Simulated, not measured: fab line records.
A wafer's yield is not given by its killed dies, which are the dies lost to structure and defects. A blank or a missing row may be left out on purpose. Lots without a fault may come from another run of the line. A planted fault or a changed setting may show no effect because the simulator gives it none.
Split-lot trial ; flow n5Finfet ; 7 lots, 39 wafers read, on a route of 1938 steps

THE SPLIT ITSELF
At N5_DUMMY_GATE_HM_DEP_06 (deposits SiNx from DCS/NH3, target thk 80 nm, time 5141 s), the setting timeS was moved away from the recipe's 5141 s on 30 of the 39 wafers read, by -58.5% to +56.6%. The other wafers ran this setting at the recipe's value.

The split's own step is where the reading is taken.

THE READING
SiNx_of_DUMMY_GATE_HM_DEP_06.thkNm (the simulator's own value, which no gauge read), in nm, at N5_DUMMY_GATE_HM_DEP_06 (deposits SiNx from DCS/NH3, target thk 80 nm, time 5141 s). The file does not state a usual value for it. Here, 9 wafers ran the recipe; their average is 81.1 nm with a standard deviation of 0.8 nm.

wafer;tool, chamber at the split;timeS as run, s;against the recipe;SiNx_of_DUMMY_GATE_HM_DEP_06.thkNm, nm;against lot-mates on the recipe
L074.1;-, -;2980;-42.0%;46.6;no lot-mate on the recipe
L074.2;-, -;2980;-42.0%;46.6;no lot-mate on the recipe
L074.3;-, -;2980;-42.0%;46.8;no lot-mate on the recipe
L074.4;-, -;2980;-42.0%;46;no lot-mate on the recipe
L074.5;-, -;2980;-42.0%;46.4;no lot-mate on the recipe
L074.6;-, -;2980;-42.0%;47;no lot-mate on the recipe
L077.1;-, -;2131;-58.5%;33;no lot-mate on the recipe
L077.2;-, -;2131;-58.5%;33;no lot-mate on the recipe
L077.4;-, -;2131;-58.5%;33;no lot-mate on the recipe
L077.3;-, -;2131;-58.5%;32.6;no lot-mate on the recipe
L077.5;-, -;2131;-58.5%;32.2;no lot-mate on the recipe
L077.6;-, -;2131;-58.5%;33.2;no lot-mate on the recipe
L080.1;-, -;8051;+56.6%;125.4;no lot-mate on the recipe
L080.4;-, -;8051;+56.6%;125.4;no lot-mate on the recipe
L080.6;-, -;8051;+56.6%;125.4;no lot-mate on the recipe
L080.2;-, -;8051;+56.6%;125.2;no lot-mate on the recipe
L080.3;-, -;8051;+56.6%;125.2;no lot-mate on the recipe
L080.5;-, -;8051;+56.6%;125.8;no lot-mate on the recipe
L088.1;-, -;5141;recipe;81.2;-
L088.2;-, -;5141;recipe;80;-
L088.3;-, -;5141;recipe;80.6;-
L088.4;-, -;5141;recipe;80.8;-
L088.5;-, -;5141;recipe;80.8;-
L088.6;-, -;5141;recipe;80.2;-
L089.1;lpcvd-02, 0/90;5141;recipe;82;-
L089.2;lpcvd-02, 0/95;5141;recipe;81.6;-
L089.4;lpcvd-02, 0/104;5141;recipe;82.6;-
L092.1;-, -;6406;+24.6%;100.8;no lot-mate on the recipe
L092.2;-, -;6406;+24.6%;100.2;no lot-mate on the recipe
L092.6;-, -;6406;+24.6%;100.2;no lot-mate on the recipe
L092.3;-, -;6406;+24.6%;100.4;no lot-mate on the recipe
L092.5;-, -;6406;+24.6%;100.4;no lot-mate on the recipe
L092.4;-, -;6406;+24.6%;99.6;no lot-mate on the recipe
L095.1;-, -;7474;+45.4%;117;no lot-mate on the recipe
L095.4;-, -;7474;+45.4%;117;no lot-mate on the recipe
L095.2;-, -;7474;+45.4%;116.4;no lot-mate on the recipe
L095.3;-, -;7474;+45.4%;116.8;no lot-mate on the recipe
L095.6;-, -;7474;+45.4%;116.8;no lot-mate on the recipe
L095.5;-, -;7474;+45.4%;117.4;no lot-mate on the recipe

FIT RESULTS
A straight line over all 39 wafers: SiNx_of_DUMMY_GATE_HM_DEP_06.thkNm changes by +0.804 nm for each +1% of timeS; r = +1.00; the points scatter about the line by 0.66 nm.
Too few moved wafers with a lot-mate on the recipe to fit a line net of each lot's own level.

FILE'S OWN FIT
SiNx_of_DUMMY_GATE_HM_DEP_06.thkNm changes by +0.804 nm for each +1% of timeS, r = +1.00.
